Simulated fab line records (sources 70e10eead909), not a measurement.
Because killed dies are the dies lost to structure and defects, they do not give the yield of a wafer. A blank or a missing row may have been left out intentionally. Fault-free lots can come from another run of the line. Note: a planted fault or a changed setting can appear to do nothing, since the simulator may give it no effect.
Matching of chambers + flow nand-harc + rie-diel-11 running NHARC_A_BLC_STRIP_29: 4 sister chambers
The step strips in CF4. 4 wafers are shown with their chamber, then 8 later ones without.

== EACH WAFER AND ITS CHAMBER ==
| wafer  | chamber | showerhead-plenum-p-Torr (Torr) |
|--------|---------|---------------------------------|
| L081.4 | 2       | 1.82                            |
| L084.3 | 1       | 1.78                            |
| L084.5 | 0       | 1.67                            |
| L085.3 | 3       | 1.79                            |

== WAFERS MISSING THEIR CHAMBER ==
| wafer  | showerhead-plenum-p-Torr (Torr) |
|--------|---------------------------------|
| L085.4 | 1.78                            |
| L085.5 | 1.67                            |
| L090.2 | 1.67                            |
| L090.4 | 1.79                            |
| L090.6 | 1.81                            |
| L097.1 | 1.67                            |
| L097.2 | 1.79                            |
| L097.5 | 1.81                            |

== WHICH CHAMBER EACH WENT THROUGH ==
| wafer  | from the rows above | in truth |
|--------|---------------------|----------|
| L085.4 | 1                   | 1        |
| L085.5 | 0                   | 0        |
| L090.2 | 0                   | 0        |
| L090.4 | 3                   | 3        |
| L090.6 | 2                   | 2        |
| L097.1 | 0                   | 0        |
| L097.2 | 3                   | 3        |
| L097.5 | 2                   | 2        |
Correct placement for 8 of the 8. From these rows, 0 cannot be placed. Number placed wrongly: 0.
How it was worked out, from the rows above alone: a wafer's distance from a chamber is the root of the sum, over the readings, of the square of ((its reading less the chamber's mean) divided by the reading's scatter). The wafer belongs to the nearest chamber; if the next one is less than 2 further off, it can't be placed. For every chamber, the mean is computed from those of its wafers that are shown. The scatter: with one shown wafer a chamber, the root of the mean of the squares of how far each hidden wafer lies from its nearest shown one.
